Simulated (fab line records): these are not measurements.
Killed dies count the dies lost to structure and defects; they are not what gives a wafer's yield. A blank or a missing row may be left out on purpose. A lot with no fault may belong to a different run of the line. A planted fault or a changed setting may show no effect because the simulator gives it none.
fab line records	flow nandHarc
record: lots: 14	wafers: 42	lastDay: 33
route steps=1302 shown A_DECK1_JOINT@542 A_CHANNEL_HOLE_D2@580 END@1301
lots that met no fault: taken from a fault-free run of the same line
startH: hours from the record's first day to the start of the lot's first wafer shown	waitH: hours from the lot's prior step to this one	" unchanged from the row above	L1.1+2: a row that stands for several wafers	- no value, or no start was given	* or withheld: withheld	< > ~ a bound
route shown NAME@n: NAME is a module with steps in the file, n the number in the route of the first one	usual: mean/standard deviation taken from wafers without a fault	same: alike in all rows	chamber/n: place in a boat	sites: per-site readings	_std_site: the standard deviation of these	_edge_site: the outer-site mean with the inner-site mean subtracted	radiusMm: how far each site lies from the wafer's centre	mask NAME#n: copy n	behind: tool/chamber where the wafer was last shaped	hold: reason for holding the lot/hours on hold/outcome of the hold	device: which transistor (n, p or np) failed to switch	end of line: the same wafers' tests at the end of the route	for a step that has no rows: nothing shown but its recipe	killed: dies lost to structure and defects at the first sort, not the wafer's yield	map: per-die view of a wafer (x killed, . not killed, _ where there is no die)
set.NAME: setting as actually run; set.NAME@STEP: the setting as run at that earlier step	model.NAME: the simulator's own value behind a step, which no gauge read
route steps across a sampled set of lots; one table per step, one row per wafer
services: when a tool's chamber went out of use (startH, in hours from the record's first day, below 0 if earlier), for how many hours, and the reason
== steps ==
step: NHARC_A_DECK1_JOINT_DEP_16
recipe: targetThkA: 450	tempC: 400	pressureTorr: 6.5	rfW: 900	teosFlowSccm: 161.4	flowSccm: 2650	targetThkNm: 45	gas: O2	material: SiO2
usual: heaterPowerOuterW: 309/56	heaterPowerW: 557/88	susceptorTempC: 400.04/0.24	throttleValvePct: 15.9/0.48
lot.wafer	tool	chamber	startH	waitH	heaterPowerOuterW	heaterPowerW	susceptorTempC	throttleValvePct
L278.3	pecvd-03	1	283.56	0.1	234	466	400.28	16.3
L278.1	"	2	"	"	267	498	399.81	16.0
L278.5	"	1	"	"	239	473	400.05	16.6
L279.1	pecvd-02	1	283.59	0.1	390	680	400.07	16.5
L279.4	"	0	"	"	370	607	400.54	16.0
L279.5	"	1	"	"	387	699	400.43	16.4
L281.1	pecvd-04	1	304.71	0.1	342	607	400.23	16.0
L281.2	"	0	"	"	325	573	400.20	16.1
L281.5	"	2	"	"	289	610	400.00	15.2
L280.2	pecvd-03	2	304.74	0.1	254	454	400.12	15.9
L280.1	"	0	"	"	366	606	400.03	15.1
L280.5	"	0	"	"	378	608	400.05	15.3
L282.3	pecvd-02	2	324.70	0.1	238	406	400.53	15.8
L282.1	"	0	"	"	397	634	400.11	16.3
L282.5	"	1	"	"	365	652	400.25	16.8
L283.5	pecvd-02	1	330.24	0.2	370	667	399.82	16.9
L283.4	"	2	"	"	302	507	400.16	16.0
L283.6	"	0	"	"	403	625	399.97	16.2
L285.2	pecvd-02	1	360.35	0.1	278	550	400.02	16.7
L285.1	"	2	"	"	262	444	400.17	16.1
L285.4	"	1	"	"	289	566	400.04	16.4
L287.2	pecvd-04	0	376.81	0.1	334	608	400.36	16.5
L287.5	"	2	"	"	375	721	400.03	15.5
L287.6	"	1	"	"	321	574	399.77	16.1
L295.1	pecvd-03	2	445.16	0.1	256	483	400.11	15.6
L295.2	"	0	"	"	354	596	400.12	15.2
L295.4	"	0	"	"	343	590	400.25	15.3
L294.3	pecvd-02	1	445.23	0.2	301	575	400.02	16.3
L294.6	"	1	"	"	294	550	399.78	16.3
L294.5	"	0	"	"	399	639	400.13	15.7
L296.5	pecvd-02	0	473.85	0.2	343	551	400.18	16.1
L296.6	"	1	"	"	273	533	399.64	16.2
L296.4	"	2	"	"	260	450	400.03	16.2
L298.2	pecvd-03	2	488.78	0.1	287	503	400.26	15.7
L298.1	"	0	"	"	342	598	400.02	15.4
L298.6	"	1	"	"	219	429	399.62	16.5
L300.3	pecvd-02	1	502.45	0.1	323	601	399.74	16.1
L300.1	"	0	"	"	342	558	400.15	16.1
L300.4	"	1	"	"	327	610	400.03	16.5
L299.2	pecvd-03	1	502.48	0.1	232	447	399.84	16.3
L299.1	"	2	"	"	246	461	399.65	15.4
L299.5	"	1	"	"	239	451	400.04	16.7
step: NHARC_A_DECK1_JOINT_INSPECT_05
usual: rawDefectCount: 339/120
lot.wafer	tool	chamber	startH	waitH	rawDefectCount
L278.1	defectInspect-01	-	283.88	0.0	336
L278.3	"	-	"	"	321
L278.5	"	-	"	"	332
L279.1	defectInspect-02	-	283.88	0.0	303
L279.4	"	-	"	"	281
L279.5	"	-	"	"	254
L281.1	defectInspect-01	-	305.03	0.0	261
L281.2	"	-	"	"	285
L281.5	"	-	"	"	224
L280.1	defectInspect-02	-	305.03	0.0	426
L280.2	"	-	"	"	313
L280.5	"	-	"	"	288
L282.1	defectInspect-02	-	324.98	0.0	351
L282.3	"	-	"	"	336
L282.5	"	-	"	"	442
L283.4	defectInspect-01	-	330.47	0.0	379
L283.5	"	-	"	"	516
L283.6	"	-	"	"	297
L285.1	defectInspect-02	-	360.64	0.0	292
L285.2	"	-	"	"	300
L285.4	"	-	"	"	397
L287.2	defectInspect-01	-	388.03	11.0	445
L287.5	"	-	"	"	528
L287.6	"	-	"	"	453
L295.1	defectInspect-01	-	445.48	0.0	173
L295.2	"	-	"	"	324
L295.4	"	-	"	"	295
L294.3	defectInspect-02	-	445.54	0.0	281
L294.5	"	-	"	"	300
L294.6	"	-	"	"	185
L296.4	defectInspect-02	-	474.08	0.0	219
L296.5	"	-	"	"	200
L296.6	"	-	"	"	219
L298.1	defectInspect-02	-	489.09	0.0	309
L298.2	"	-	"	"	169
L298.6	"	-	"	"	254
L300.1	defectInspect-01	-	502.76	0.0	233
L300.3	"	-	"	"	303
L300.4	"	-	"	"	245
L299.1	defectInspect-02	-	502.77	0.0	237
L299.2	"	-	"	"	353
L299.5	"	-	"	"	308
step: NHARC_A_CHANNEL_HOLE_D2_PEB_08
recipe: pebTempC: 100	pebTimeS: 65
usual: heaterPowerTotalW: 156.6/0.42	plateTempC: 99.99/0.12
lot.wafer	tool	chamber	startH	waitH	heaterPowerTotalW	plateTempC
L278.1	lithoTrack-01	0	301.48	0.1	157.1	99.85
L278.3	"	0	"	"	156.0	100.05
L278.5	"	0	"	"	157.1	99.87
L279.1	lithoTrack-06	0	301.70	0.1	157.2	100.06
L279.4	"	0	"	"	155.9	99.86
L279.5	"	0	"	"	156.7	100.01
L281.1	lithoTrack-06	0	321.47	0.1	157.1	100.10
L281.2	"	0	"	"	156.9	100.01
L281.5	"	0	"	"	156.5	99.96
L280.1	lithoTrack-06	0	322.87	0.1	157.2	99.83
L280.2	"	0	"	"	157.2	99.94
L280.5	"	0	"	"	156.1	99.85
L282.1	lithoTrack-01	0	343.70	0.1	156.7	100.18
L282.3	"	0	"	"	157.2	100.10
L282.5	"	0	"	"	157.2	100.05
L283.4	lithoTrack-06	0	346.74	0.0	157.2	99.99
L283.5	"	0	"	"	156.7	99.82
L283.6	"	0	"	"	156.3	99.93
L285.1	lithoTrack-06	0	390.63	0.1	165.0	103.56
L285.2	"	0	"	"	163.9	103.74
L285.4	"	0	"	"	164.9	103.63
L287.2	lithoTrack-06	0	405.78	0.1	164.9	103.79
L287.5	"	0	"	"	164.7	103.68
L287.6	"	0	"	"	164.7	103.55
L295.1	lithoTrack-04	0	461.49	0.1	156.8	99.94
L295.2	"	0	"	"	157.1	99.96
L295.4	"	0	"	"	156.2	99.90
L294.3	lithoTrack-04	0	461.94	0.0	157.1	100.16
L294.5	"	0	"	"	157.2	99.96
L294.6	"	0	"	"	156.1	100.23
L296.4	lithoTrack-04	0	490.17	0.0	157.1	100.04
L296.5	"	0	"	"	156.2	100.04
L296.6	"	0	"	"	155.9	100.17
L298.1	lithoTrack-06	0	506.05	0.1	156.3	100.02
L298.2	"	0	"	"	157.1	100.04
L298.6	"	0	"	"	157.1	100.07
L300.1	lithoTrack-06	0	518.95	0.1	156.3	100.01
L300.3	"	0	"	"	155.9	100.07
L300.4	"	0	"	"	156.3	99.97
L299.1	lithoTrack-06	0	520.33	0.1	156.8	100.07
L299.2	"	0	"	"	156.6	100.15
L299.5	"	0	"	"	156.4	99.91
step: NHARC_A_CHANNEL_HOLE_D2_CD_MEAS_10
recipe: targetCdNm: 100	landingEnergyEv: 500
usual: cdNm: 100.0/0.54
lot.wafer	tool	chamber	startH	waitH	hold	cdNm
L278.1	cdSem-02	0	301.56	-	-	99.8
L278.3	"	0	"	"	-	99.6
L278.5	"	0	"	"	-	99.4
L279.1	cdSem-01	0	301.78	-	-	99.4
L279.4	"	0	"	"	-	100.2
L279.5	"	0	"	"	-	100.1
L281.1	cdSem-01	0	321.55	-	-	100.7
L281.2	"	0	"	"	-	100.6
L281.5	"	0	"	"	-	100.6
L280.1	cdSem-01	0	322.94	-	-	99.9
L280.2	"	0	"	"	-	100.9
L280.5	"	0	"	"	-	100.1
L282.1	cdSem-03	0	343.78	-	-	99.4
L282.3	"	0	"	"	-	99.0
L282.5	"	0	"	"	-	99.6
L283.4	cdSem-01	0	346.83	-	-	100.3
L283.5	"	0	"	"	-	99.7
L283.6	"	0	"	"	-	100.2
L285.1	cdSem-03	0	390.71	-	awaitDispo/0.2h/release	109.9
L285.2	"	0	"	"	awaitDispo/0.2h/release	109.9
L285.4	"	0	"	"	awaitDispo/0.2h/release	109.8
L285.1	cdSem-03	0	-	-	-	110.1
L285.2	"	0	"	"	-	110.0
L285.4	"	0	"	"	-	110.0
L287.2	cdSem-02	0	405.86	-	awaitDispo/0.2h/release	109.8
L287.5	"	0	"	"	awaitDispo/0.2h/release	109.8
L287.6	"	0	"	"	awaitDispo/0.2h/release	109.5
L287.2	cdSem-02	0	-	-	-	109.6
L287.5	"	0	"	"	-	109.9
L287.6	"	0	"	"	-	109.5
L295.1	cdSem-02	0	461.57	-	-	99.6
L295.2	"	0	"	"	-	98.9
L295.4	"	0	"	"	-	98.8
L294.3	cdSem-02	0	462.02	-	-	100.0
L294.5	"	0	"	"	-	99.7
L294.6	"	0	"	"	-	100.1
L296.4	cdSem-01	0	490.26	-	-	99.8
L296.5	"	0	"	"	-	99.3
L296.6	"	0	"	"	-	99.5
L298.1	cdSem-01	0	506.13	-	-	100.1
L298.2	"	0	"	"	-	100.4
L298.6	"	0	"	"	-	100.8
L300.1	cdSem-03	0	519.03	-	-	100.2
L300.3	"	0	"	"	-	99.6
L300.4	"	0	"	"	-	100.2
L299.1	cdSem-01	0	520.41	-	-	100.2
L299.2	"	0	"	"	-	100.5
L299.5	"	0	"	"	-	100.7
step: NHARC_A_CHANNEL_HOLE_D2_ETCH_20
recipe: biasV: 3000	sourceW: withheld	pressureMtorr: 20	timeS: 361.9	arFlowSccm: 375	c4f8FlowSccm: 89.3	o2FlowSccm: 35.7	tempC: -20	targetDepthA: 16000	chemistry: C4F8/O2/Ar
usual: drypumpMotorCurrentA: 5.9/0.51	showerheadPlenumPTorr: 3.70/0.16	throttleValvePct: 32.154/0.0096
lot.wafer	tool	chamber	startH	waitH	drypumpMotorCurrentA	rfHoursCounterH	showerheadPlenumPTorr	throttleValvePct
L278.1	harEtch-02	0	303.10	0.1	6.3	360	3.48	32.134
L278.3	"	1	"	"	5.6	-	3.52	32.161
L278.5	"	1	"	"	5.6	-	3.52	32.173
L279.1	harEtch-01	0	305.34	0.1	6.5	160	3.58	32.154
L279.4	"	0	"	"	6.5	-	3.58	32.154
L279.5	"	0	"	"	6.5	-	3.58	32.137
L281.1	harEtch-01	0	324.88	0.1	6.6	167	3.58	32.166
L281.2	"	1	"	"	5.3	167	3.69	32.148
L281.5	"	1	"	"	5.3	-	3.69	32.169
L280.2	harEtch-02	0	325.30	0.1	6.3	372	3.47	32.160
L280.1	"	1	"	"	5.6	387	3.52	32.160
L280.5	"	1	"	"	5.6	-	3.52	32.175
L282.1	harEtch-02	0	347.90	0.1	6.2	383	3.47	32.137
L282.3	"	1	"	"	5.6	-	3.51	32.162
L282.5	"	1	"	"	5.6	-	3.51	32.165
L283.4	harEtch-01	0	348.63	0.2	6.5	-	3.57	32.145
L283.6	"	1	"	"	5.3	-	3.68	32.163
L283.5	"	0	"	"	6.5	-	3.57	32.149
L285.1	harEtch-02	1	402.91	0.9	5.6	0	3.93	32.162
L285.2	"	0	"	"	6.2	0	3.93	32.146
L285.4	"	0	"	"	6.2	-	3.93	32.164
L287.2	harEtch-02	1	417.97	0.7	5.5	15	3.92	32.151
L287.6	"	1	"	"	5.6	-	3.92	32.145
L287.5	"	0	"	"	6.2	-	3.92	32.158
L295.1	harEtch-02	1	465.35	0.1	5.6	50	3.91	32.149
L295.2	"	0	"	"	6.3	50	3.90	32.136
L295.4	"	1	"	"	5.6	-	3.90	32.155
L294.3	harEtch-01	1	467.17	0.2	5.3	-	3.65	32.161
L294.5	"	0	"	"	6.5	-	3.53	32.144
L294.6	"	1	"	"	5.3	-	3.65	32.157
L296.4	harEtch-02	0	491.83	0.2	6.2	-	3.90	32.148
L296.5	"	0	"	"	6.2	-	3.90	32.139
L296.6	"	1	"	"	5.6	-	3.90	32.157
L298.1	harEtch-02	0	510.82	0.1	6.2	73	3.89	32.160
L298.2	"	1	"	"	5.6	73	3.89	32.166
L298.6	"	1	"	"	5.6	-	3.89	32.155
L300.1	harEtch-02	0	520.72	0.1	6.2	77	3.89	32.141
L300.4	"	0	"	"	6.2	-	3.89	32.149
L300.3	"	1	"	"	5.6	-	3.89	32.141
L299.2	harEtch-01	0	521.89	0.1	6.5	282	3.52	32.146
L299.1	"	1	"	"	5.3	282	3.63	32.160
L299.5	"	1	"	"	5.3	-	3.63	32.147
step: NHARC_A_CHANNEL_HOLE_D2_CD_MEAS_31
usual: cdNm: 89.9/1.3
lot.wafer	tool	chamber	startH	waitH	hold	cdNm
L278.1	cdSem-03	-	308.45	-	-	89.8
L278.3	"	-	"	"	-	89.1
L278.5	"	-	"	"	-	88.6
L279.1	cdSem-03	-	310.68	-	-	88.3
L279.4	"	-	"	"	-	88.3
L279.5	"	-	"	"	-	89.1
L281.1	cdSem-03	-	330.30	-	-	91.1
L281.2	"	-	"	"	-	90.4
L281.5	"	-	"	"	-	90.2
L280.1	cdSem-02	-	330.71	-	-	91.1
L280.2	"	-	"	"	-	90.5
L280.5	"	-	"	"	-	89.8
L282.1	cdSem-01	-	353.26	-	-	87.7
L282.3	"	-	"	"	-	87.8
L282.5	"	-	"	"	-	89.4
L283.4	cdSem-03	-	354.06	-	-	89.0
L283.5	"	-	"	"	-	90.4
L283.6	"	-	"	"	-	89.7
L285.1	cdSem-03	-	416.56	-	awaitDispo/0.2h/release	99.8
L285.2	"	-	"	"	awaitDispo/0.2h/release	99.6
L285.4	"	-	"	"	awaitDispo/0.2h/release	99.9
L285.1	cdSem-03	-	416.74	0.2	-	99.6
L285.2	"	-	"	"	-	99.1
L285.4	"	-	"	"	-	99.6
L287.2	cdSem-03	-	428.36	-	awaitDispo/0.2h/release	99.1
L287.5	"	-	"	"	awaitDispo/0.2h/release	100.5
L287.6	"	-	"	"	awaitDispo/0.2h/release	100.4
L287.2	cdSem-03	-	428.55	0.2	-	98.5
L287.5	"	-	"	"	-	100.2
L287.6	"	-	"	"	-	100.6
L295.1	cdSem-01	-	470.76	-	-	90.3
L295.2	"	-	"	"	-	88.4
L295.4	"	-	"	"	-	88.6
L294.3	cdSem-02	-	472.44	-	-	87.8
L294.5	"	-	"	"	-	90.6
L294.6	"	-	"	"	-	91.4
L296.4	cdSem-01	-	497.30	-	-	90.3
L296.5	"	-	"	"	-	88.5
L296.6	"	-	"	"	-	90.3
L298.1	cdSem-01	-	516.39	-	-	92.4
L298.2	"	-	"	"	-	92.7
L298.6	"	-	"	"	-	91.6
L300.1	cdSem-02	-	526.09	-	-	89.4
L300.3	"	-	"	"	-	88.7
L300.4	"	-	"	"	-	87.8
L299.1	cdSem-02	-	527.45	-	-	91.2
L299.2	"	-	"	"	-	92.0
L299.5	"	-	"	"	-	92.0
step: NHARC_A_CHANNEL_HOLE_D2_XSEM_32
recipe: landingEnergyEv: 35000
usual: botCdNm: 74.4/1.5	bowNm: 8.59/0.29	tiltDeg: 0.07/0.035
lot.wafer	tool	chamber	startH	waitH	hold	botCdNm	bowNm	tiltDeg
L278.1	xsem-02	0	308.54	0.1	-	75.7	8.99	0.09
L278.3	"	0	"	"	-	74.5	8.95	0.09
L278.5	"	0	"	"	-	73.4	8.86	0.09
L279.1	xsem-01	0	310.77	0.1	-	71.6	9.01	0.06
L279.4	"	0	"	"	-	71.0	8.98	0.06
L279.5	"	0	"	"	-	72.1	9.08	0.06
L281.1	xsem-01	0	330.39	0.1	-	76.0	8.84	0.11
L281.2	"	0	"	"	-	75.6	8.86	0.12
L281.5	"	0	"	"	-	75.3	8.79	0.11
L280.1	xsem-02	0	330.80	0.1	-	76.9	8.56	0.03
L280.2	"	0	"	"	-	75.3	8.58	0.03
L280.5	"	0	"	"	-	75.2	8.66	0.03
L282.1	xsem-02	0	353.35	0.1	-	71.8	8.67	0.09
L282.3	"	0	"	"	-	72.3	8.68	0.09
L282.5	"	0	"	"	-	73.8	8.72	0.09
L283.4	xsem-01	0	354.15	0.1	-	73.6	8.34	0.07
L283.5	"	0	"	"	-	74.1	8.26	0.07
L283.6	"	0	"	"	-	75.0	8.30	0.07
L285.1	xsem-01	0	421.92	5.2	awaitDispo/5.1h/release	84.4	8.15	0.05
L285.2	"	0	"	"	awaitDispo/5.1h/release	83.2	8.16	0.05
L285.4	"	0	"	"	awaitDispo/5.1h/release	84.3	8.12	0.05
L287.2	xsem-01	0	430.71	2.2	awaitDispo/2.1h/release	83.5	8.58	0.08
L287.5	"	0	"	"	awaitDispo/2.1h/release	85.0	8.52	0.09
L287.6	"	0	"	"	awaitDispo/2.1h/release	85.4	8.57	0.08
L295.1	xsem-01	0	470.84	0.1	-	74.2	8.26	0.00
L295.2	"	0	"	"	-	72.5	8.23	0.00
L295.4	"	0	"	"	-	73.6	8.26	0.00
L294.3	xsem-02	0	472.54	0.1	-	71.9	9.09	0.07
L294.5	"	0	"	"	-	74.5	9.03	0.07
L294.6	"	0	"	"	-	75.1	9.07	0.07
L296.4	xsem-02	0	497.40	0.1	-	74.9	8.41	0.02
L296.5	"	0	"	"	-	73.5	8.38	0.02
L296.6	"	0	"	"	-	75.1	8.40	0.02
L298.1	xsem-02	0	516.48	0.1	-	76.8	8.59	0.06
L298.2	"	0	"	"	-	77.6	8.60	0.06
L298.6	"	0	"	"	-	75.6	8.61	0.06
L300.1	xsem-02	0	526.18	0.1	-	74.3	8.84	0.10
L300.3	"	0	"	"	-	72.9	8.84	0.11
L300.4	"	0	"	"	-	73.1	8.75	0.10
L299.1	xsem-01	0	527.53	0.1	-	75.7	8.81	0.04
L299.2	"	0	"	"	-	77.0	8.75	0.04
L299.5	"	0	"	"	-	76.3	8.77	0.04
step: NHARC_END_WLT_00
usual: VT_DECK1_BOTTOM: 0.873/0.0067	VT_DECK1_BOTTOM_INNER: 0.873/0.0064	VT_DECK1_MEDIAN_NEAR_BOTTOM: 0.874/0.0067	VT_DECK1_MEDIAN_NEAR_BOTTOM_INNER: 0.873/0.007	VT_DECK1_MIDDLE: 0.885/0.0061	VT_DECK1_MIDDLE_INNER: 0.885/0.0057	VT_DECK1_TOP: 0.896/0.0065	VT_DECK1_TOP_INNER: 0.896/0.006	VT_DECK2_BOTTOM: 0.870/0.0069	VT_DECK2_BOTTOM_INNER: 0.870/0.0064	VT_DECK2_MEDIAN_NEAR_BOTTOM: 0.871/0.0068	VT_DECK2_MEDIAN_NEAR_BOTTOM_INNER: 0.871/0.0066	VT_DECK2_MIDDLE: 0.883/0.0064	VT_DECK2_MIDDLE_INNER: 0.883/0.0057	VT_DECK2_TOP: 0.895/0.0058	VT_DECK2_TOP_INNER: 0.895/0.006
lot.wafer	tool	chamber	startH	waitH	VT_DECK1_BOTTOM	VT_DECK1_BOTTOM_INNER	VT_DECK1_MEDIAN_NEAR_BOTTOM	VT_DECK1_MEDIAN_NEAR_BOTTOM_INNER	VT_DECK1_MIDDLE	VT_DECK1_MIDDLE_INNER	VT_DECK1_TOP	VT_DECK1_TOP_INNER	VT_DECK2_BOTTOM	VT_DECK2_BOTTOM_INNER	VT_DECK2_MEDIAN_NEAR_BOTTOM	VT_DECK2_MEDIAN_NEAR_BOTTOM_INNER	VT_DECK2_MIDDLE	VT_DECK2_MIDDLE_INNER	VT_DECK2_TOP	VT_DECK2_TOP_INNER
L279.1	prober-01	-	568.37	0.0	0.871	0.873	0.879	0.876	0.880	0.884	0.900	0.898	0.861	0.870	0.870	0.867	0.886	0.879	0.906	0.897
L279.4	"	-	569.88	1.5	0.883	0.878	0.881	0.877	0.891	0.888	0.903	0.896	0.869	0.865	0.870	0.872	0.888	0.881	0.894	0.903
L279.5	"	-	"	"	0.867	0.867	0.882	0.874	0.883	0.890	0.904	0.898	0.870	0.869	0.874	0.862	0.884	0.891	0.894	0.891
L278.1	prober-01	-	576.12	3.2	0.887	0.881	0.875	0.871	0.884	0.883	0.897	0.898	0.860	0.873	0.875	0.878	0.884	0.874	0.895	0.895
L278.3	"	-	577.13	4.2	0.877	0.877	0.878	0.878	0.884	0.892	0.897	0.894	0.867	0.874	0.867	0.873	0.875	0.880	0.895	0.892
L278.5	"	-	578.15	5.2	0.872	0.871	0.874	0.875	0.881	0.886	0.891	0.895	0.871	0.861	0.861	0.868	0.879	0.879	0.894	0.903
L280.1	prober-02	-	587.96	0.1	0.878	0.873	0.876	0.871	0.886	0.882	0.887	0.894	0.876	0.870	0.879	0.879	0.895	0.880	0.897	0.911
L280.2	"	-	"	"	0.880	0.868	0.877	0.879	0.883	0.888	0.899	0.893	0.875	0.872	0.870	0.874	0.887	0.889	0.899	0.897
L280.5	"	-	589.99	2.1	0.867	0.872	0.882	0.876	0.878	0.882	0.896	0.891	0.871	0.875	0.870	0.875	0.885	0.876	0.901	0.891
L281.1	prober-01	-	599.78	0.0	0.889	0.876	0.889	0.874	0.892	0.896	0.902	0.904	0.861	0.868	0.876	0.869	0.883	0.876	0.886	0.899
L281.2	"	-	"	"	0.883	0.886	0.888	0.893	0.898	0.893	0.914	0.913	0.874	0.870	0.879	0.878	0.882	0.884	0.893	0.892
L281.5	"	-	601.79	2.1	0.881	0.872	0.884	0.877	0.891	0.893	0.902	0.898	0.868	0.872	0.863	0.862	0.883	0.877	0.892	0.895
L282.1	prober-01	-	616.08	0.0	0.876	0.876	0.873	0.869	0.884	0.885	0.893	0.894	0.861	0.859	0.870	0.865	0.884	0.876	0.895	0.893
L282.3	"	-	"	"	0.875	0.875	0.879	0.872	0.881	0.884	0.898	0.894	0.860	0.865	0.866	0.866	0.880	0.877	0.885	0.882
L282.5	"	-	"	"	0.874	0.875	0.879	0.875	0.887	0.881	0.893	0.895	0.871	0.864	0.866	0.866	0.870	0.882	0.891	0.893
L283.4	prober-02	-	617.59	1.6	0.874	0.876	0.871	0.873	0.890	0.894	0.906	0.903	0.863	0.859	0.865	0.868	0.879	0.873	0.888	0.888
L283.5	"	-	"	"	0.875	0.880	0.877	0.874	0.897	0.888	0.908	0.900	0.861	0.872	0.865	0.879	0.877	0.884	0.886	0.892
L283.6	"	-	"	"	0.874	0.874	0.875	0.872	0.888	0.894	0.906	0.905	0.866	0.864	0.868	0.862	0.881	0.887	0.889	0.899
L285.1	prober-02	-	718.62	0.1	0.863	0.856	0.867	0.858	0.872	0.871	0.881	0.885	0.902	0.912	0.906	0.902	0.909	0.916	0.921	0.926
L285.2	"	-	"	"	0.860	0.862	0.855	0.850	0.871	0.866	0.880	0.885	0.904	0.902	0.907	0.903	0.915	0.913	0.920	0.925
L285.4	"	-	720.16	1.6	0.861	0.865	0.865	0.860	0.882	0.874	0.888	0.891	0.902	0.904	0.907	0.902	0.927	0.919	0.928	0.925
L287.2	prober-02	-	722.64	0.5	0.873	0.882	0.874	0.879	0.887	0.884	0.898	0.893	0.898	0.902	0.910	0.899	0.909	0.914	0.927	0.926
L287.5	"	-	724.14	2.1	0.871	0.877	0.868	0.875	0.883	0.884	0.897	0.897	0.906	0.904	0.903	0.908	0.913	0.917	0.924	0.921
L287.6	"	-	"	"	0.880	0.869	0.877	0.872	0.882	0.881	0.901	0.892	0.910	0.905	0.900	0.903	0.917	0.920	0.919	0.930
L295.1	prober-02	-	742.43	0.1	0.864	0.874	0.881	0.876	0.890	0.879	0.901	0.900	0.872	0.873	0.874	0.866	0.881	0.888	0.895	0.897
L295.2	"	-	"	"	0.874	0.887	0.865	0.871	0.881	0.884	0.902	0.898	0.863	0.870	0.858	0.861	0.878	0.877	0.885	0.896
L295.4	"	-	743.94	1.6	0.871	0.865	0.876	0.877	0.887	0.879	0.894	0.898	0.862	0.868	0.864	0.866	0.876	0.884	0.887	0.900
L294.3	prober-01	-	743.43	1.1	0.873	0.867	0.874	0.871	0.888	0.881	0.891	0.892	0.873	0.874	0.870	0.872	0.879	0.887	0.902	0.896
L294.5	"	-	744.44	2.1	0.881	0.881	0.876	0.885	0.886	0.877	0.893	0.892	0.872	0.878	0.867	0.883	0.891	0.889	0.892	0.892
L294.6	"	-	"	"	0.872	0.873	0.877	0.874	0.888	0.888	0.900	0.891	0.873	0.875	0.879	0.881	0.898	0.889	0.896	0.899
L296.4	prober-02	-	751.81	1.6	0.869	0.881	0.880	0.881	0.897	0.885	0.899	0.898	0.872	0.865	0.863	0.869	0.881	0.883	0.890	0.893
L296.5	"	-	"	"	0.871	0.872	0.873	0.874	0.878	0.886	0.888	0.888	0.863	0.865	0.867	0.870	0.873	0.878	0.888	0.889
L296.6	"	-	"	"	0.874	0.870	0.873	0.865	0.886	0.881	0.897	0.894	0.876	0.877	0.869	0.871	0.880	0.881	0.887	0.891
L298.1	prober-01	-	768.48	0.0	0.874	0.877	0.879	0.878	0.892	0.890	0.900	0.898	0.876	0.870	0.876	0.867	0.873	0.877	0.894	0.894
L298.2	"	-	"	"	0.883	0.878	0.878	0.877	0.886	0.896	0.902	0.900	0.871	0.870	0.873	0.885	0.878	0.884	0.889	0.892
L298.6	"	-	770.96	2.5	0.872	0.883	0.881	0.872	0.886	0.889	0.899	0.905	0.869	0.872	0.864	0.872	0.876	0.886	0.891	0.887
L299.1	prober-01	-	783.71	0.0	0.868	0.866	0.868	0.866	0.873	0.882	0.889	0.890	0.877	0.875	0.884	0.880	0.892	0.887	0.904	0.898
L299.2	"	-	"	"	0.872	0.863	0.871	0.869	0.880	0.884	0.886	0.890	0.886	0.876	0.882	0.882	0.894	0.897	0.901	0.909
L299.5	"	-	785.71	2.0	0.871	0.870	0.870	0.876	0.880	0.879	0.883	0.888	0.889	0.886	0.888	0.881	0.888	0.894	0.906	0.916
L300.1	prober-02	-	783.73	0.1	0.867	0.873	0.880	0.876	0.883	0.880	0.902	0.895	0.873	0.872	0.863	0.858	0.880	0.884	0.896	0.891
L300.3	"	-	784.74	1.1	0.872	0.869	0.871	0.864	0.885	0.880	0.897	0.892	0.864	0.865	0.868	0.869	0.882	0.872	0.890	0.891
L300.4	"	-	"	"	0.875	0.862	0.867	0.864	0.884	0.882	0.893	0.894	0.866	0.860	0.865	0.866	0.877	0.882	0.894	0.893
== services ==
tool	chamber	startH	hours	kind
pecvd-04	-	269.04	13.0	pm
harEtch-01	-	300.16	0.5	repair
pecvd-03	1	311.20	48.7	repair
lithoTrack-01	-	330.00	7.0	pm
pecvd-02	-	337.71	0.7	repair
lithoTrack-06	-	354.00	7.0	pm
pecvd-04	-	361.43	4.7	repair
pecvd-03	-	366.41	13.0	pm
xsem-01	-	374.00	14.0	pm
harEtch-02	-	377.98	17.0	pm
harEtch-02	0	377.98	17.0	ventCycle
harEtch-02	1	377.98	17.0	ventCycle
lithoTrack-04	-	378.00	7.0	pm
pecvd-02	-	384.86	1.8	repair
harEtch-02	0	394.98	-	clean
harEtch-02	0	394.98	-	consumableReplace:showerhead
harEtch-02	1	394.98	-	clean
harEtch-02	1	394.98	-	consumableReplace:focusRing
harEtch-02	1	394.98	-	consumableReplace:showerhead
pecvd-03	-	404.03	4.1	repair
pecvd-02	-	408.63	13.0	pm
pecvd-02	2	440.83	4.9	repair
pecvd-04	-	450.04	13.0	pm
lithoTrack-01	-	505.00	7.0	pm
== key ==
firstSign: step: NHARC_A_CHANNEL_HOLE_D2_PEB_08	reading: plateTempC	direction: up	sigmas: 29	usual: *	struck: *
effect: step: NHARC_A_CHANNEL_HOLE_D2_PEB_08	reading: heaterPowerTotalW	direction: up	sigmas: 19	usual: *	struck: *
effect: step: NHARC_A_CHANNEL_HOLE_D2_CD_MEAS_10	reading: visit	direction: added
effect: step: NHARC_A_CHANNEL_HOLE_D2_CD_MEAS_10	reading: cdNm	direction: up	sigmas: 18	usual: 100.0	struck: 109.8
effect: step: NHARC_A_CHANNEL_HOLE_D2_CD_MEAS_31	reading: cdNm	direction: up	sigmas: 7.7	usual: 89.9	struck: 99.9
effect: step: NHARC_A_CHANNEL_HOLE_D2_XSEM_32	reading: botCdNm	direction: up	sigmas: 6.7	usual: 74.4	struck: 84.3
effect: step: NHARC_END_WLT_00	reading: VT_DECK2_MIDDLE_INNER	direction: up	sigmas: 5.9	usual: 0.883	struck: 0.917
metAt NHARC_A_CHANNEL_HOLE_D2_PEB_08
struckLots L285,L287
sortLeftOut L285.1,L285.2,L285.4,L287.2,L287.5,L287.6
testerLeftOut L285,L287
notActingAt NHARC_A_DECK1_JOINT_DEP_16,NHARC_A_DECK1_JOINT_INSPECT_05,NHARC_A_CHANNEL_HOLE_D2_ETCH_20
onsetBetween 346.74 390.63
fault: kind: processParameterDrift	tool: lithoTrack-06	chamber: -	onsetH: 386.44	steps: NHARC_A_CHANNEL_HOLE_D2_PEB_08	channel: pebTempC	offset: *	shape: step	endH: 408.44	actsIn: *	stated: *
testerLeftOut: of these lots the tester's yield and bins aren't shown, on N5 and GAA mostly nor the transistor test; their killed dies are dies lost to structure and defects alone, not to doping, threshold or leakage, so they don't give the yield
sortLeftOut: the simulated sort isn't trusted on such a fault, so these wafers' sort isn't shown, and their yield isn't known
